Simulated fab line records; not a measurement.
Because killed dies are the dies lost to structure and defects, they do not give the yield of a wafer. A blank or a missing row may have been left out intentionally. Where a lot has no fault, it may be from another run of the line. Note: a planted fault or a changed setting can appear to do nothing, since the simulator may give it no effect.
Chamber matching	flow nand harc	NHARC_A_STAIRCASE_ETCH_169 on rie diel-01: 4 sister chambers
The step etches the open film in CH3F/O2, target depth 50 nm, time 107.1 s. 8 wafers are shown with their chamber, then 9 later ones without.

## WAFERS WITH THEIR CHAMBER
wafer	chamber	drypump motor current A (A)	showerhead plenum p Torr (Torr)
L085.1	2	6.1	2.51
L085.2	3	5.3	2.36
L089.2	0	6.0	2.43
L089.4	1	6.3	2.34
L089.5	2	6.1	2.51
L090.4	3	5.3	2.35
L090.5	0	6.0	2.42
L090.6	1	6.2	2.34

## WAFERS MISSING THEIR CHAMBER
wafer	drypump motor current A (A)	showerhead plenum p Torr (Torr)
L092.1	5.3	2.35
L092.2	6.0	2.50
L092.3	6.3	2.34
L093.3	5.3	2.35
L093.4	6.3	2.34
L093.6	6.0	2.42
L094.2	5.4	2.34
L094.5	6.0	2.42
L094.6	5.3	2.35

## WHICH CHAMBER EACH WENT THROUGH
wafer	from the rows above	in truth
L092.1	3	3
L092.2	2	2
L092.3	1	1
L093.3	3	3
L093.4	1	1
L093.6	0	0
L094.2	3	3
L094.5	0	0
L094.6	3	3
9 of 9 placed correctly. Number that these rows cannot place: 0. 0 placed wrongly.
How it was worked out, from the rows above alone: a wafer's distance from a chamber is the root of the sum, over the readings, of the square of ((its reading less the chamber's mean) divided by the reading's scatter). If the next closest chamber is less than 2 further off than the closest, the wafer can't be placed; otherwise it belongs to the closest. For every chamber, the mean is computed from those of its wafers that are shown. The scatter: take each reading less its chamber's mean, square it, sum over the shown wafers, divide by the number of wafers less the number of chambers, and take the root.
